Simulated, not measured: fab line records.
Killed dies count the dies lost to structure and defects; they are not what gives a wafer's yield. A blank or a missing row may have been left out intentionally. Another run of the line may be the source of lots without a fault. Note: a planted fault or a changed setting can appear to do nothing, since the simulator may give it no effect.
A lot that was struck, set against a sound lot + flow nand_harc + 14 out of 1302 route steps
Sound: the wafers L310.4, L310.5, L310.6. Wafers struck: L301.3, L301.4, L301.5. The cause is given at the end.
Per side, at each step with rows, come the tool, then ch with its chambers, and then its first start. Under that, the readings that differ: sound wafers + struck wafers + difference of the means + sigmas: that difference in standard deviations of wafers without a fault.
alike: a reading whose means differ by less than 2 such deviations, as well as words and numbers matching on both sides. not compared: withheld readings; readings where some wafer has no value; bounds like >300 that might hide an equal value; numbers whose values overlap and for which the record gives no deviation.
A row with sigmas, a row that says differs or no value, or rows on one side alone: a step with any of these is where the two part. Numbers that have no deviation but don't overlap get no sigmas and don't part them. Lack of a reading on every wafer of one side parts them only where that side has two or more wafers.

first, 6 steps without rows for these wafers: NHARC_A_STAIRCASE_SOFTBAKE_305 (time 170 s); NHARC_A_STAIRCASE_EBR_306; NHARC_A_STAIRCASE_EXPOSE_307 (exposes mask CHOP 50); NHARC_A_STAIRCASE_PEB_308 (peb time 130 s); NHARC_A_STAIRCASE_DEVELOP_309 (time 140 s); NHARC_A_STAIRCASE_HARDBAKE_311 (time 140 s).
NHARC_A_STAIRCASE_DESCUM_312: chemistry O2, time 3 s.
  sound on rie_diel-04 ch 0,1, day 21 13:41; struck on rie_diel-05 ch 1,2,3, day 18 11:37
  alike: drypump_motor_current_A, oes_product_au, rf_vpp_V, showerhead_plenum_p_Torr, throttle_valve_pct
  not compared: rf_hours_counter_h
NHARC_A_STAIRCASE_ETCH_313: etches the open film in CF4/CHF3.
  sound on rie_diel-04 ch 0,2,3, day 21 13:48; struck on rie_diel-05 ch 1,3, day 18 11:41
  alike: bias_w, cf4_flow_sccm, drypump_motor_current_A, oes_product_au, rf_vpp_V, showerhead_plenum_p_Torr, throttle_valve_pct
  not compared: rf_hours_counter_h
NHARC_A_STAIRCASE_HM_OPEN_463: chemistry O2/COS.
  sound: rie_diel-04 ch 0,3; struck: rie_diel-05 ch 0,2,3
  alike: bias_w, drypump_motor_current_A, oes_product_au, rf_vpp_V, showerhead_plenum_p_Torr, throttle_valve_pct
  not compared: rf_hours_counter_h
then, 1 step without rows for these wafers: NHARC_A_STAIRCASE_STRIP_464 (strips in O2/COS).
NHARC_A_STAIRCASE_ETCH_453: etches the open film in CF4/O2, target depth 30 nm, overetch 3 nm, time 16.5 s.
  sound: rie_diel-04 ch 0,1,2; struck: rie_diel-05 ch 1,2,3
| reading              | sound             | struck            | difference | sigmas |
|----------------------|-------------------|-------------------|------------|--------|
| cf4_flow_sccm (sccm) | 79.94 79.80 79.83 | 80.01 80.45 80.48 | +0.46      | +2     |
  alike: bias_w, drypump_motor_current_A, oes_f_703_au, oes_product_au, rf_vpp_V, showerhead_plenum_p_Torr, throttle_valve_pct
  not compared: rf_hours_counter_h
NHARC_A_STAIRCASE_ETCH_315: etches the open film in C4F8/O2/Ar, target depth 2500 nm, time 607.1 s.
  sound on rie_diel-04 ch 1,2,3, day 21 14:25; struck on rie_diel-05 ch 0,1,2, day 18 15:00
  no value came back on the struck wafers for bias_w (W), chamber_pressure_mTorr (mTorr), oes_product_au (a.u.), rf_vpp_V (V); on the sound wafers bias_w (W) reads 3008 2995 2997
  not compared: rf_hours_counter_h
NHARC_A_STAIRCASE_STRIP_316: strips in O2.
  sound: rie_diel-04 ch 0,1,2; struck: rie_diel-05 ch 0,1,2
  alike: drypump_motor_current_A, oes_product_au, rf_vpp_V, showerhead_plenum_p_Torr, throttle_valve_pct
  not compared: rf_hours_counter_h
-- record jumps: 7 days between struck wafers' starts before vs after; left off in module A_STAIRCASE, resumes in module END, first step shown is number 1302 of the route --
NHARC_END_SORT_01:
  sound on prober-02 ch 0, day 28 22:55; struck on prober-02 ch 0, day 26 00:18
| reading         | sound    | struck                                                               | difference                   | sigmas |
|-----------------|----------|----------------------------------------------------------------------|------------------------------|--------|
| hold            | - - -    | await_dispo/5.9h/scrap await_dispo/5.9h/scrap await_dispo/5.9h/scrap | no value on the sound wafers |        |
| killed_at_array | 36 31 47 | 676 668 673                                                          | +634                         | +37    |
| killed_dies     | 42 39 51 | 677 677 677                                                          | +633                         | +37    |
  alike: killed_at_other, killed_at_periphery, killed_open, killed_short

== WHERE THEY PART ==
At NHARC_A_STAIRCASE_ETCH_453 first; at NHARC_END_SORT_01 last (within this record only).

WHY: the cause the simulator had injected
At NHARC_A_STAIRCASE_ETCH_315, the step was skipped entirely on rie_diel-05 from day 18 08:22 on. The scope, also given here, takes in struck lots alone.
